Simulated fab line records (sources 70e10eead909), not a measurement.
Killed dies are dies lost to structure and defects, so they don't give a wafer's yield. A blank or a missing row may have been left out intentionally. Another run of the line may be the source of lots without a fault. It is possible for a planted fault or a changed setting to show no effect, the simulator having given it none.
A lot that was struck, set against a sound lot || flow nand harc || 15 out of 1302 route steps
Sound: the wafers L489.1, L489.2, L489.6. Wafers L476.1, L476.2, L476.5 were the ones struck. The cause comes at the end.
Per side, at each step with rows, come the tool, then ch with its chambers, and then its first start. Under that, the readings that differ: sound wafers || struck wafers || difference of the means || sigmas: that difference in standard deviations of wafers without a fault.
alike: same words and numbers on both sides, and readings whose means sit less than 2 such deviations apart. not compared: any withheld reading, any reading some wafer has no value for, any bound like >300 that may hide the same value, and any number with overlapping values for which the record gives no deviation.
The two part at a step that has a row with sigmas, a row that says differs or no value, or rows on one side only. Numbers that don't overlap but have no deviation are shown without sigmas and don't part them. A reading that every wafer of one side lacks parts them only if that side has two wafers or more.

first, 5 steps without rows for these wafers: NHARC_P_GATE_SOFTBAKE_86 (time 95 s); NHARC_P_GATE_EBR_87; NHARC_P_GATE_EXPOSE_88 (exposes mask P HVN, target cd 2000 nm); NHARC_P_GATE_PEB_89 (peb time 85 s); NHARC_P_GATE_DEVELOP_90 (time 70 s).
NHARC_P_GATE_CD_MEAS_91: the cd target is 2000 nm.
  sound on cd sem-02 ch 0, day 12 19:51; struck on cd sem-01 ch 0, day 7 03:05
  alike: cd nm
then, 1 step without rows for these wafers: NHARC_P_GATE_HARDBAKE_92 (time 80 s).
NHARC_P_GATE_DESCUM_93: chemistry O2, time 3 s.
  sound on rie diel-09 ch 0,2, day 12 20:01; struck on rie diel-03 ch 0,2, day 7 03:14
  alike: drypump motor current A, oes product au, rf vpp V, showerhead plenum p Torr, throttle valve pct
  not compared: rf hours counter h
following that, these wafers have no rows for 1 step: NHARC_P_GATE_IMPLANT_94.
NHARC_P_GATE_STRIP_113: strips in N2/H2, time 740 s.
  sound on plasma asher-01 ch 0,1, day 12 20:24; struck on plasma asher-01 ch 0,1, day 7 03:41
  alike: drypump motor current A, heater power w
  not compared: rf hours counter h
NHARC_P_GATE_STRIP_95: strips in O2.
  sound on plasma asher-01 ch 0,1, day 12 21:07; struck on plasma asher-01 ch 0,1, day 7 04:25
  alike: drypump motor current A, heater power w
  not compared: rf hours counter h
then, 1 step without rows for these wafers: NHARC_P_GATE_STRIP_96 (strips in SPM, time 900 s).
NHARC_P_GATE_RTA_64: time 1 s.
  struck on rtp anneal-02, day 7 04:58; sound on rtp anneal-02 ch 0, day 12 21:41
  no value came back on the struck wafers for anneal temp c max, lamp power pct (%), lamp_zone_3_pct (%), wafer_temp_C_max; on the sound wafers anneal temp c max reads 1057.5 1056.1 1058.0
then, 1 step without rows for these wafers: NHARC_P_GATE_ETCH_77 (etches SiO2 in dHF, target depth 6 nm).
-- break in the record here, with 19 days between the starts of the struck wafers on either side (left off in module P_GATE, picked up again in module END, where the first step shown is number 1302 on the route) --
NHARC_END_SORT_01:
  the record has rows for the struck wafers here (prober-02 ch 0, day 25 23:23) and none for the sound ones

## WHERE THEY PART
Earliest at NHARC_P_GATE_RTA_64; latest, in this record, at NHARC_END_SORT_01.

WHY: the cause the simulator had injected
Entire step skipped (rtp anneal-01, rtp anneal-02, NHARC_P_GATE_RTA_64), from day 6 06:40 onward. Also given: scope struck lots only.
